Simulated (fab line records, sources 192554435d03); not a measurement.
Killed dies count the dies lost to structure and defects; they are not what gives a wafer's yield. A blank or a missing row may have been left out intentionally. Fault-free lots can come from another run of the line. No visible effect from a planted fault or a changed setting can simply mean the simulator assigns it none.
Split-lot trial    flow n5 finfet    21 wafers read from 7 lots, route of 1938 steps

## THE SPLIT ITSELF
At N5_BEOL_M1_COAT_05 (resist thk 30 nm), the setting spin rpm was moved away from the recipe's 1500 rpm on 4 of the 21 wafers read, by -10.5% to +11.1%. This setting was run at the recipe's value on the other wafers.

## FROM THE SPLIT TO THE READING: what the file shows between them, 2 steps
- N5_BEOL_M1_EBR_07
- N5_BEOL_M1_SOFTBAKE_06: time 60 s

## THE READING
CAR-EUV_of_BEOL_M1_COAT_05.thk nm (the simulator's own value, which no gauge read), in nm, at N5_BEOL_M1_DESCUM_16 (chemistry O2, time 7 s). There is no usual value for it anywhere in the file. Average 26.1 nm, standard deviation 0.098 nm, over the 17 wafers here run with the recipe.

wafer   tool, chamber at the split  spin rpm as run, rpm  against the recipe  CAR-EUV_of_BEOL_M1_COAT_05.thk nm, nm  against lot-mates on the recipe
L074.1  litho track-02, 0           1500                  recipe              26.2                                   -
L074.4  litho track-02, 0           1500                  recipe              26.2                                   -
L074.3  litho track-02, 0           1500                  recipe              26                                     -
L078.1  litho track-01, 0           1500                  recipe              26                                     -
L078.6  litho track-01, 0           1500                  recipe              26                                     -
L078.2  litho track-01, 0           1342                  -10.5%              27.6                                   +1.6
L077.2  litho track-03, 0           1500                  recipe              26                                     -
L077.6  litho track-03, 0           1500                  recipe              26                                     -
L077.3  litho track-03, 0           1667                  +11.1%              24.6                                   -1.4
L080.2  litho track-02, 0           1500                  recipe              26.2                                   -
L080.3  litho track-02, 0           1500                  recipe              26                                     -
L080.5  litho track-02, 0           1388                  -7.5%               27.2                                   +1.1
L082.2  litho track-02, 0           1500                  recipe              26.2                                   -
L082.5  litho track-02, 0           1500                  recipe              26.2                                   -
L082.3  litho track-02, 0           1500                  recipe              26                                     -
L086.1  litho track-02, 0           1500                  recipe              26.2                                   -
L086.5  litho track-02, 0           1500                  recipe              26.2                                   -
L086.6  litho track-02, 0           1500                  recipe              26.2                                   -
L095.1  litho track-03, 0           1500                  recipe              26.2                                   -
L095.3  litho track-03, 0           1500                  recipe              26.2                                   -
L095.4  litho track-03, 0           1630                  +8.7%               24.8                                   -1.4

FIT RESULTS
A straight line over all 21 wafers: CAR-EUV_of_BEOL_M1_COAT_05.thk nm changes by -0.142 nm for each +1% of spin rpm; r = -0.99; the points scatter about the line by 0.096 nm.
The same after taking each lot's own level away (the mean of its wafers on the recipe; 21 wafers): -0.144 nm for each +1%; r = -0.99; scatter 0.087 nm.
Per that fit: largest spin rpm move, reading shift of 1.6 nm.
The span of the lots' own levels, 26.00 to 26.20 nm, comes to 2.0 times the standard deviation stated above.
The two slopes agree, so the slope changes little with the lot-to-lot level.
Check: with one of the wafers moved furthest among these (+11.1%) left out of the fit, the line predicts -1.72 nm for it against its lot-mates. It came out at -1.4 nm against them.

## THE WHOLE CHAIN: every reading that the file lists as answering this split, in the file's order
step                  what it does            reading                                                                             change (the file's fit)                r (the file's)
N5_BEOL_M1_COAT_05    resist thk 30 nm        CAR-EUV_of_BEOL_M1_COAT_05.thk nm (the simulator's own value, which no gauge read)  -0.149 nm for each +1% of the setting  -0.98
N5_BEOL_M1_DESCUM_16  chemistry O2, time 7 s  CAR-EUV_of_BEOL_M1_COAT_05.thk nm (the simulator's own value, which no gauge read)  -0.144 nm for each +1% of the setting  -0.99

## FILE'S OWN FIT
CAR-EUV_of_BEOL_M1_COAT_05.thk nm changes by -0.144 nm for each +1% of spin rpm, r = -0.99.
